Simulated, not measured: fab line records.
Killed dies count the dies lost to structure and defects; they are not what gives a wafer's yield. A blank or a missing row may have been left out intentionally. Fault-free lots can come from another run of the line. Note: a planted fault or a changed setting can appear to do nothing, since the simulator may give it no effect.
Comparing a struck lot with a sound one + flow n5Finfet + 14 steps out of a route of 1938
Sound: wafers L184.1, L184.4, L184.6. The struck wafers were L188.2, L188.5, L188.6. The cause is named last.
At each step with rows: each side's tool, then ch and its chambers, then its first start. Under that, the readings that differ: sound wafers + struck wafers + difference of the means + sigmas: that difference in standard deviations of wafers without a fault.
alike: words and numbers the same on both sides, and readings whose means are apart by under 2 such deviations; not compared: readings that were withheld, readings missing a value for some wafer, numbers with overlapping values and no deviation given by the record, and bounds like >300 which may hide the same value.
Wherever a step has rows on one side only, a row that says differs or no value, or a row with sigmas, the two part there. Numbers that don't overlap but have no deviation are shown without sigmas and don't part them. Lack of a reading on every wafer of one side parts them only where that side has two or more wafers.

N5_BEOL_M11_THK_MEAS_53: measures by xrf.
  struck on filmMetro-02, day 13 18:19; sound on filmMetro-01, day 12 10:50
  alike: M11_THK
then, 1 step without rows for these wafers: N5_BEOL_M11_PRE_CLEAN_55 (time 15 s).
N5_BEOL_M11_DEP_56: deposits SiCN from 3MS/NH3, target thk 30 nm, time 10.5 s.
  sound on pecvd-03 ch 1,2, day 12 10:54; struck on pecvd-02 ch 1,2, day 13 18:23
  alike: showerheadPlenumPTorr, throttleValvePct
N5_BEOL_M11_RS_MEAS_57: the measuring method here is four-point-probe.
  struck on filmMetro-02, day 13 18:28; sound on filmMetro-02, day 12 10:58
  alike: M11_RS
N5_BEOL_M11_INSPECT_58: inspects for defects (darkfield).
  struck on defectInspect-02, day 13 18:29; sound on defectInspect-02, day 12 10:59
| reading        | sound     | struck   | difference | sigmas |
|----------------|-----------|----------|------------|--------|
| rawDefectCount | 71 120 79 | 43 49 40 | -46        | -2     |
N5_BEOL_M12_ILD_DEP_00: deposits SiOC from DEMS/O2, target thk 658.92 nm, time 130.7 s.
  sound on pecvd-02 ch 0,1,2, day 12 11:02; struck on pecvd-03 ch 0,1,2, day 13 18:31
  alike: heaterPowerW, showerheadPlenumPTorr, throttleValvePct
N5_BEOL_M12_THK_MEAS_01:
  struck on filmMetro-01, day 13 18:39; sound on filmMetro-02, day 12 11:10
  alike: M12_ILD_THK
then, 5 steps without rows for these wafers: N5_BEOL_M12_COAT_58 (time 60 s, resist thk 89 nm); N5_BEOL_M12_COAT_04 (resist thk 400 nm); N5_BEOL_M12_EBR_06; N5_BEOL_M12_SOFTBAKE_05 (time 60 s); N5_BEOL_M12_EXPOSE_07 (exposes mask V11).
N5_BEOL_M12_PEB_08: peb time 90 s.
  sound on lithoTrack-01 ch 0, day 12 11:28; struck on lithoTrack-04, day 13 18:50
  no value came back on the struck wafers for chillPlateTempC (C), exhaustPa (Pa), plateTempC (C); on the sound wafers chillPlateTempC (C) reads 22.84 22.93 23.03
then, 1 step without rows for these wafers: N5_BEOL_M12_DEVELOP_09 (develop time 45 s).

== WHERE THEY PART ==
Last at N5_BEOL_M12_PEB_08 as far as this record goes, first at N5_BEOL_M11_INSPECT_58.

WHY: whatever the simulator had introduced
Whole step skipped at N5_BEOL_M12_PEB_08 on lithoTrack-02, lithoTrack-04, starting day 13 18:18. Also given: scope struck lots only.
